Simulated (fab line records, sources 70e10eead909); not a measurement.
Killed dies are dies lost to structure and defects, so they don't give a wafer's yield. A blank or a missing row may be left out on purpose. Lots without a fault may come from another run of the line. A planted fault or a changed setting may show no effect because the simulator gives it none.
fab line records | flow nand_harc
record lots=14 wafers=42 last_day=33
route steps=1302 shown P_BONDPAD@353 A_ZERO_WELL@400 A_SOURCE_PLATE@416
lots that met no fault: from a run of the same line without faults
start_h: hours from the record's first day to the start of the lot's first wafer shown | wait_h: hours since the lot's step before | " the same as in the row above | L1.1+2: a row that stands for several wafers | - no value, or no start given | * or withheld: withheld | < > ~ a bound
route shown NAME@n: a module of which the file shows steps, and the number in the route of the first | usual: mean/standard deviation of fault-free wafers | same: alike in all rows | chamber/n: place in a boat | sites: the reading at each site | _std_site: their standard deviation | _edge_site: outer sites' mean less inner sites' | radius_mm: how far each site lies from the wafer's centre | mask NAME#n: copy n | behind: the tool/chamber that last shaped the wafer | hold: why the lot was held/for how many hours/how that ended | device: the transistor (n, p or np) that didn't switch | end of line: the same wafers' tests at the end of the route | a step without rows: its recipe alone | killed: dies lost to structure and defects at the first sort, not the wafer's yield | map: a wafer's dies, x killed, . not, _ none there
set.NAME: the setting as run; set.NAME@STEP: as run at that earlier step | model.NAME: the simulator's own value behind a step, which no gauge read
steps of the route over a sample of lots; a table a step, a row a wafer
services: from which hour (start_h, from the record's first day; less than 0 if before it) a tool's chamber was out of use, for how many hours, and why
## steps
# step NHARC_P_BONDPAD_THK_MEAS_33
# recipe thk_meas_gauge=ellipsometry
# usual thk_nm=200.7/1.4
# columns lot.wafer tool chamber start_h wait_h thk_nm
L365.1 film_metro-02 - 129.34 0.2 198.2
L365.2 " - " " 199.2
L365.4 " - " " 199.3
L367.1 film_metro-01 - 148.15 0.2 201.1
L367.2 " - " " 202.9
L367.5 " - " " 200.1
L369.1 film_metro-02 - 172.63 0.2 202.7
L369.3 " - " " 199.3
L369.5 " - " " 202.6
L370.2 film_metro-01 - 182.85 0.2 201.7
L370.5 " - " " 197.8
L370.6 " - " " 199.9
L372.3 film_metro-02 - 211.45 0.2 199.2
L372.4 " - " " 200.5
L372.6 " - " " 199.5
L373.1 film_metro-02 - 214.89 0.2 202.6
L373.4 " - " " 198.7
L373.6 " - " " 200.2
L374.2 film_metro-01 - 229.58 0.2 201.3
L374.4 " - " " 202.1
L374.6 " - " " 199.9
L376.1 film_metro-02 - 245.37 0.1 201.1
L376.2 " - " " 199.7
L376.3 " - " " 198.4
L379.4 film_metro-02 - 276.12 0.2 200.3
L379.5 " - " " 203.3
L379.6 " - " " 200.6
L378.1 film_metro-01 - 277.15 0.2 201.5
L378.2 " - " " 201.3
L378.6 " - " " 201.1
L383.1 film_metro-02 - 317.29 0.2 200.4
L383.2 " - " " 200.9
L383.3 " - " " 202.1
L384.1 film_metro-01 - 318.23 0.2 200.0
L384.2 " - " " 202.4
L384.3 " - " " 204.2
L387.1 film_metro-01 - 356.48 0.2 199.7
L387.2 " - " " 198.1
L387.6 " - " " 199.7
L388.2 film_metro-02 - 364.41 0.2 201.2
L388.3 " - " " 199.3
L388.6 " - " " 199.7
# step NHARC_P_BONDPAD_DEGAS_25
# recipe temp_c=300 time_s=60
# usual heater_power_w=460/41 susceptor_temp_C=300.00/0.17
# columns lot.wafer tool chamber start_h wait_h heater_power_w susceptor_temp_C
L365.2 pvd_sputter-03 - 131.07 - 460 299.79
L365.1 " - " " 458 300.20
L365.4 " - " " 493 299.73
L367.1 pvd_sputter-02 - 149.89 - 457 299.76
L367.2 " - " " 484 300.00
L367.5 " - " " 384 300.09
L369.3 pvd_sputter-01 - 174.37 - 540 -
L369.1 " - " " 508 -
L369.5 " - " " 526 -
L370.2 pvd_sputter-03 - 184.47 - 442 299.92
L370.6 " - " " 447 299.99
L370.5 " - " " 471 299.81
L372.4 pvd_sputter-01 - 213.19 - 531 300.01
L372.3 " - " " 487 299.83
L372.6 " - " " 511 300.35
L373.1 pvd_sputter-03 - 216.48 - 445 300.20
L373.4 " - " " 499 300.11
L373.6 " - " " 462 300.00
L374.4 pvd_sputter-02 - 231.35 - 390 299.53
L374.2 " - " " 466 300.05
L374.6 " - " " 414 299.75
L376.2 pvd_sputter-02 - 247.08 - 470 300.22
L376.3 " - " " 482 300.31
L376.1 " - " " 423 300.04
L379.4 pvd_sputter-01 - 277.84 - 536 299.99
L379.5 " - " " 416 300.08
L379.6 " - " " 481 299.97
L378.1 pvd_sputter-02 - 278.87 - 416 300.13
L378.2 " - " " 464 299.96
L378.6 " - " " 479 299.83
L383.3 pvd_sputter-01 - 320.80 - 428 300.25
L383.1 " - " " 523 299.89
L383.2 " - " " 524 300.02
L384.3 pvd_sputter-02 - 320.96 - 424 299.89
L384.1 " - " " 394 299.95
L384.2 " - " " 471 299.99
L387.2 pvd_sputter-01 - 358.07 - 431 300.04
L387.1 " - " " 474 299.94
L387.6 " - " " 431 300.09
L388.3 pvd_sputter-01 - 366.01 - 517 299.85
L388.2 " - " " 415 299.93
L388.6 " - " " 482 300.25
# step NHARC_A_ZERO_WELL_DEVELOP_09
# recipe time_s=50 dev_temp_c=22
# usual chill_plate_temp_C=23.00/0.1 developer_temp_C=22.00/0.12
# columns lot.wafer tool chamber start_h wait_h chill_plate_temp_C developer_temp_C
L365.1 litho_track-05 0 133 - 22.80 21.98
L365.2 " 0 " " 23.10 22.08
L365.4 " 0 " " 23.11 21.93
L367.1 litho_track-05 0 152 - 23.08 22.09
L367.2 " 0 " " 22.91 22.10
L367.5 " 0 " " 23.02 21.90
L369.1 litho_track-03 0 177 - 22.94 21.84
L369.3 " 0 " " 23.08 21.89
L369.5 " 0 " " 23.01 21.84
L370.2 litho_track-05 0 187 - 22.99 22.15
L370.5 " 0 " " 22.97 22.00
L370.6 " 0 " " 23.11 21.82
L372.3 litho_track-05 0 215 - 23.01 21.93
L372.4 " 0 " " 23.08 22.02
L372.6 " 0 " " 22.91 21.88
L373.1 litho_track-03 0 219 - 23.02 21.90
L373.4 " 0 " " 23.11 21.84
L373.6 " 0 " " 23.03 21.79
L374.2 litho_track-05 0 234 - 23.07 22.09
L374.4 " 0 " " 23.00 22.23
L374.6 " 0 " " 22.96 22.02
L376.1 litho_track-02 0 250 - 22.91 21.95
L376.2 " 0 " " 22.90 21.92
L376.3 " 0 " " 23.02 21.92
L379.4 litho_track-02 - 280 - - -
L379.5 " - " " - -
L379.6 " - " " - -
L378.1 litho_track-05 - 281 - - -
L378.2 " - " " - -
L378.6 " - " " - -
L383.1 litho_track-05 0 323 - 22.96 22.02
L383.2 " 0 " " 22.80 21.96
L383.3 " 0 " " 23.10 21.93
L384.1 litho_track-05 0 323 - 22.98 21.97
L384.2 " 0 " " 22.85 22.20
L384.3 " 0 " " 22.99 22.00
L387.1 litho_track-02 0 360 - 22.96 22.09
L387.2 " 0 " " 22.94 22.16
L387.6 " 0 " " 22.93 22.24
L388.2 litho_track-03 0 368 - 23.02 22.11
L388.3 " 0 " " 23.00 22.11
L388.6 " 0 " " 22.97 22.06
# step NHARC_A_SOURCE_PLATE_THK_MEAS_09
# recipe thk_meas_gauge=ellipsometry
# usual thk_nm=9.7/1
# columns lot.wafer tool chamber start_h wait_h thk_nm
L365.1 film_metro-01 - 141.63 0.4 9.0
L365.2 " - " " 9.0
L365.4 " - " " 9.2
L367.1 film_metro-02 - 163.64 0.4 10.5
L367.2 " - " " 9.1
L367.5 " - " " 10.5
L369.1 film_metro-01 - 185.43 0.4 9.1
L369.3 " - " " 9.8
L369.5 " - " " 9.9
L370.2 film_metro-02 - 197.96 0.4 10.1
L370.5 " - " " 9.3
L370.6 " - " " 9.7
L373.1 film_metro-02 - 228.68 0.4 9.8
L373.4 " - " " 11.2
L373.6 " - " " 10.5
L372.3 film_metro-01 - 228.68 0.4 8.4
L372.4 " - " " 10.4
L372.6 " - " " 10.4
L374.2 film_metro-01 - 244.91 0.4 10.5
L374.4 " - " " 10.9
L374.6 " - " " 10.0
L376.1 film_metro-02 - 258.15 0.4 8.4
L376.2 " - " " 10.0
L376.3 " - " " 9.0
L383.1 film_metro-01 - 332.17 0.4 9.3
L383.2 " - " " 8.6
L383.3 " - " " 9.2
L384.1 film_metro-02 - 332.17 0.4 9.6
L384.2 " - " " 9.9
L384.3 " - " " 8.2
L387.1 film_metro-02 - 369.73 0.4 12.5
L387.2 " - " " 9.2
L387.6 " - " " 9.9
L388.2 film_metro-01 - 377.92 0.4 9.8
L388.3 " - " " 13.0
L388.6 " - " " 7.9
## services
# columns tool chamber start_h hours kind
pvd_sputter-01 - 111.53 11.3 repair
litho_track-05 - 124.00 7.0 pm
pvd_sputter-02 - 130.67 2.3 repair
pvd_sputter-01 - 157.24 1.8 repair
pvd_sputter-01 - 168.93 4.1 repair
pvd_sputter-03 - 170.04 10.0 pm
pvd_sputter-01 - 223.04 2.9 repair
pvd_sputter-01 - 226.67 10.0 pm
litho_track-02 - 227.00 7.0 pm
pvd_sputter-02 - 269.72 1.4 repair
litho_track-03 - 275.00 7.0 pm
pvd_sputter-02 - 282.96 10.0 pm
litho_track-05 - 299.00 7.0 pm
pvd_sputter-03 - 346.75 0.9 repair
pvd_sputter-03 - 348.04 10.0 pm
pvd_sputter-03 - 362.70 7.5 repair
## key
first_sign step=NHARC_A_ZERO_WELL_DEVELOP_09 reading=tool_record direction=missing
effect none on later readings
met_at NHARC_A_ZERO_WELL_DEVELOP_09
struck_lots L378,L379
later_rows_left_out L378.1,L378.2,L378.6,L379.4,L379.5,L379.6
sort_left_out L378.1,L378.2,L378.6,L379.4,L379.5,L379.6
tester_left_out L378,L379
not_acting_at NHARC_P_BONDPAD_THK_MEAS_33,NHARC_P_BONDPAD_DEGAS_25,NHARC_A_SOURCE_PLATE_THK_MEAS_09
onset_between 250 280
fault kind=skipped_step_whole tool=litho_track-02,litho_track-05 chamber=- onset_h=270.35 steps=NHARC_A_ZERO_WELL_DEVELOP_09 scope=struck_lots_only
# tester_left_out: of these lots the tester's yield and bins aren't shown, on N5 and GAA mostly nor the transistor test; their killed dies are dies lost to structure and defects alone, not to doping, threshold or leakage, so they don't give the yield
# sort_left_out: the simulated sort isn't trusted on such a fault, so these wafers' sort isn't shown, and their yield isn't known
# later_rows_left_out: the simulator's readings of these wafers behind a module that went badly wrong aren't trusted and aren't shown, but for the sort
